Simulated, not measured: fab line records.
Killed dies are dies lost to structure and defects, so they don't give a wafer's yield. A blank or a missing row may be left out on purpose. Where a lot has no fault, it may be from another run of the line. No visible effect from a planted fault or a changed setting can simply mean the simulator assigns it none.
Which of the tools did it? | flow nand harc | route of 1159 steps, sampled at 1 step: 6 lots, 16 wafers

== WHAT EACH GAUGE READ, for each wafer ==
NHARC_A_BLC_OVL_MEAS_11.
lot  | measured     | on         | overlay x nm (nm)
L719 | day 17 21:13 | overlay-01 | -0.4 -0.7 -0.6
L723 | day 19 00:30 | overlay-02 | 0.2 -0.2 -0.5
L727 | day 19 12:10 | overlay-01 | -0.4 -0.3 -0.4
L726 | day 19 19:44 | overlay-01 | -0.2 -0.1 -0.2
L729 | day 20 19:04 | overlay-01 | 0.0
L741 | day 23 07:31 | overlay-02 | 0.5 0.5 -0.6

== WHICH TOOL RAN EACH LOT (tool, then ch and the chambers of the sampled wafers, then the start) ==
The record shows no process step preceding these readings.

== THE ANSWER, worked out from the rows above alone ==
Rule: what is usual is taken from the lots themselves. Put in order of their means at a reading, lots are off if they are a third of the lots or fewer, leave a main group of 4 or more, and stand apart from it by a gap of 3 or more times the standard deviation of the main group's means; of several such gaps the widest counts. Not used: any main group whose means are identical at the precision the tables above print for the reading. Also off: a lot with no number at a reading for which 4 or more lots have one. All remaining lots with rows at the step are treated as sound.
No lot is off on any of the readings shown, so nothing can be concluded from this.

== WHAT THE SIMULATOR HAD PUT IN ==
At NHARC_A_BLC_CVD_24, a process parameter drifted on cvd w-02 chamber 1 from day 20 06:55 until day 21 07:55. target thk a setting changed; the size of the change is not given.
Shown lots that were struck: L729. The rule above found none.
